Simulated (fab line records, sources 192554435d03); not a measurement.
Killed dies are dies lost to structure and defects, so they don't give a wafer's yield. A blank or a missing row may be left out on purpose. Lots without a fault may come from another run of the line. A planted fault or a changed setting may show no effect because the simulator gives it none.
Split-lot experiment | flow n5_finfet | 7 lots, 21 wafers read, on a route of 1938 steps

THE SPLIT
At N5_ZERO_LAYER_PECVD_02 (deposits SiO2 from SiH4/N2O, target thk 10 nm, time 6 s), the setting time_s was moved away from the recipe's 6 s on 2 of the 21 wafers read, by +10.4% to +10.9%. The other wafers ran this setting at the recipe's value.

The reading is taken at the split's own step.

THE READING
SiO2_of_ZERO_LAYER_PECVD_02.thk_nm (the simulator's own value, which no gauge read), in nm, at N5_ZERO_LAYER_PECVD_02 (deposits SiO2 from SiH4/N2O, target thk 10 nm, time 6 s). The file gives no usual value for it. The 19 wafers here that ran the recipe average 9.939 nm, standard deviation 0.15 nm.

wafer  | tool, chamber at the split | time_s as run, s | against the recipe | SiO2_of_ZERO_LAYER_PECVD_02.thk_nm, nm | against lot-mates on the recipe
L074.4 | pecvd-04, 0                | 6                | recipe             | 10.02                                  | -
L074.5 | pecvd-04, 1                | 6                | recipe             | 10.13                                  | -
L074.6 | pecvd-04, 2                | 6                | recipe             | 9.834                                  | -
L075.2 | pecvd-04, 1                | 6.654            | +10.9%             | 11.2                                   | +1.110
L075.4 | pecvd-04, 2                | 6                | recipe             | 10.15                                  | -
L075.6 | pecvd-04, 0                | 6                | recipe             | 10.03                                  | -
L078.2 | pecvd-02, 2                | 6                | recipe             | 9.615                                  | -
L078.3 | pecvd-02, 0                | 6                | recipe             | 9.987                                  | -
L078.5 | pecvd-02, 2                | 6.624            | +10.4%             | 10.85                                  | +1.049
L080.4 | pecvd-02, 0                | 6                | recipe             | 10.11                                  | -
L080.5 | pecvd-02, 2                | 6                | recipe             | 9.943                                  | -
L080.6 | pecvd-02, 1                | 6                | recipe             | 10.04                                  | -
L083.2 | pecvd-01, 1                | 6                | recipe             | 9.693                                  | -
L083.3 | pecvd-01, 2                | 6                | recipe             | 10.02                                  | -
L083.4 | pecvd-01, 1                | 6                | recipe             | 9.927                                  | -
L085.2 | pecvd-02, 1                | 6                | recipe             | 9.896                                  | -
L085.3 | pecvd-02, 0                | 6                | recipe             | 10.12                                  | -
L085.4 | pecvd-02, 2                | 6                | recipe             | 9.817                                  | -
L086.3 | pecvd-02, 1                | 6                | recipe             | 9.823                                  | -
L086.5 | pecvd-02, 0                | 6                | recipe             | 9.919                                  | -
L086.6 | pecvd-02, 2                | 6                | recipe             | 9.761                                  | -

THE FIT
A straight line over all 21 wafers: SiO2_of_ZERO_LAYER_PECVD_02.thk_nm changes by +0.102 nm for each +1% of time_s; r = +0.91; the points scatter about the line by 0.16 nm.
The same after taking each lot's own level away (the mean of its wafers on the recipe; 21 wafers): +0.101 nm for each +1%; r = +0.94; scatter 0.12 nm.
On that fit, the largest move of time_s shifts the reading by 1.1 nm.
The lots' own levels span 9.8010 to 10.0900 nm, that is 2.0 times the standard deviation above.
So the lot-to-lot level changes the slope little: the two slopes agree.
Check: with one of the wafers moved furthest among these (+10.9%) left out of the fit, the line predicts +1.1 nm for it against its lot-mates. It came out at +1.11 nm against them.

THE FILE'S OWN FIT
SiO2_of_ZERO_LAYER_PECVD_02.thk_nm changes by +0.101 nm for each +1% of time_s, r = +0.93.
